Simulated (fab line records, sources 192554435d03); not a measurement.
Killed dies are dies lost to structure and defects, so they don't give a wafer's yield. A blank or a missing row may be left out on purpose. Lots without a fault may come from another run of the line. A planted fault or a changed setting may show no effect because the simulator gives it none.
One fault seen from 2 desks | flow n5_finfet | each desk has only its own numbers; what lay behind them comes last

THE METROLOGY DESK
What the gauges read, lot by lot, whatever tool the lot ran on: means of the sampled wafers that have a number. A lot is out of limits, marked OUT, if its mean lies more than 4 standard deviations from the usual mean; the brackets give that distance. Of its 10 readings 7 are shown: those that lie furthest out on some lot.
Columns: A = DIBL_N at N5_BEOL_M4_RC_MEAS_101, usual 37.0 mV/V; B = DIBL_P at N5_BEOL_M4_RC_MEAS_101, usual 36.7 mV/V; C = IOFF_N at N5_BEOL_M4_RC_MEAS_101, usual 0.17 nA/um; D = ION_P at N5_BEOL_M4_RC_MEAS_101, usual 461 uA/um; E = SS_N at N5_BEOL_M4_RC_MEAS_101, usual 71.6 mV/dec; F = VT_N at N5_BEOL_M4_RC_MEAS_101, usual 250 mV; G = VT_P at N5_BEOL_M4_RC_MEAS_101, usual -250 mV
lot  | first seen here | A    | B    | C    | D   | E    | F   | G
L316 | day 8 08:05     | 37.1 | 39.2 | 0.17 | 454 | 72.7 | 253 | -251
L317 | day 8 19:19     | 36.8 | 36.4 | 0.18 | 467 | 71.7 | 246 | -246
L318 | day 9 00:58     | 36.7 | 35.4 | 0.15 | 452 | 71.2 | 249 | -249
L324 | day 10 10:58    | 35.5 | 35.8 | 0.15 | 456 | 70.9 | 251 | -254
L326 | day 10 23:34    | 37.7 | 36.3 | 0.16 | 464 | 71.3 | 251 | -250
L331 | day 11 21:56    | 38.3 | 38.0 | 0.20 | 468 | 72.0 | 245 | -247
L333 | day 13 08:39    | 38.1 | 40.2 | 0.17 | 462 | 72.0 | 249 | -248
L332 | day 13 09:46    | 39.4 | 39.1 | 0.22 | 457 | 72.1 | 246 | -250
L334 | day 13 12:13    | 36.8 | 36.0 | 0.15 | 462 | 71.9 | 252 | -250
This desk's finding: nothing out of limits on any of the 9 lots.

THE TOOL OWNER'S DESK: rie_diel-03
The tool's own readings at N5_HKMG_FIN_ETCH_54 (etches SiARC in CF4, target depth 45.5 nm, time 75.8 s): means of the sampled wafers that have a number, for each lot that ran on this tool. A lot is out of limits, marked OUT, if its mean lies more than 4 standard deviations from the usual mean; the brackets give that distance.
Columns: A = drypump_motor_current_A at N5_HKMG_FIN_ETCH_54, usual 5.7 A; B = etch_rf_on_time_s at N5_HKMG_FIN_ETCH_54, usual 76.1 s; C = oes_product_au at N5_HKMG_FIN_ETCH_54, usual 0.65 a.u.; D = rf_fwd_power_W at N5_HKMG_FIN_ETCH_54, usual 540.0 W; E = rf_vpp_V at N5_HKMG_FIN_ETCH_54, usual 184.9 V; F = showerhead_plenum_p_Torr at N5_HKMG_FIN_ETCH_54, usual 2.211 Torr; G = throttle_valve_pct at N5_HKMG_FIN_ETCH_54, usual 15.57 %
lot  | first seen here | A   | B              | C    | D                       | E               | F     | G
L317 | day 4 23:16     | 5.7 | 76.0           | 0.81 | 538.7                   | 185.0           | 2.252 | 15.44
L318 | day 5 02:16     | 5.5 | 76.7           | 0.73 | 537.5                   | 185.5           | 2.232 | 15.43
L324 | day 6 19:46     | 5.2 | 50.9 (-16) OUT | 0.78 | 866.2 (+99 or more) OUT | 157.5 (-30) OUT | 2.206 | 15.57
L326 | day 7 08:25     | 5.2 | 51.2 (-16) OUT | 0.83 | 864.7 (+99 or more) OUT | 157.7 (-30) OUT | 2.199 | 15.56
This desk's finding: out of limits on L324, L326; first on L324, day 6 19:46 (etch_rf_on_time_s at N5_HKMG_FIN_ETCH_54). In limits: L317, L318.

PUT TOGETHER
The tool owner's desk could have raised an alarm at day 6 19:46, on L324, L326.
The metrology desk saw nothing out of limits.
The metrology desk has L324, L326 on record, within its limits.
Of the lots named, all ran N5_HKMG_FIN_ETCH_54 on rie_diel-03.

WHAT THE SIMULATOR HAD PUT IN
Process parameter drift: rie_diel-03, from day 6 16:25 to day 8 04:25, at N5_HKMG_FIN_ETCH_54. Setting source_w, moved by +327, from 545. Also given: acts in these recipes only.
Lots struck among those shown: L324, L326.
Hours from the fault's start to each desk's first reading out of limits: the tool owner's desk, 3.
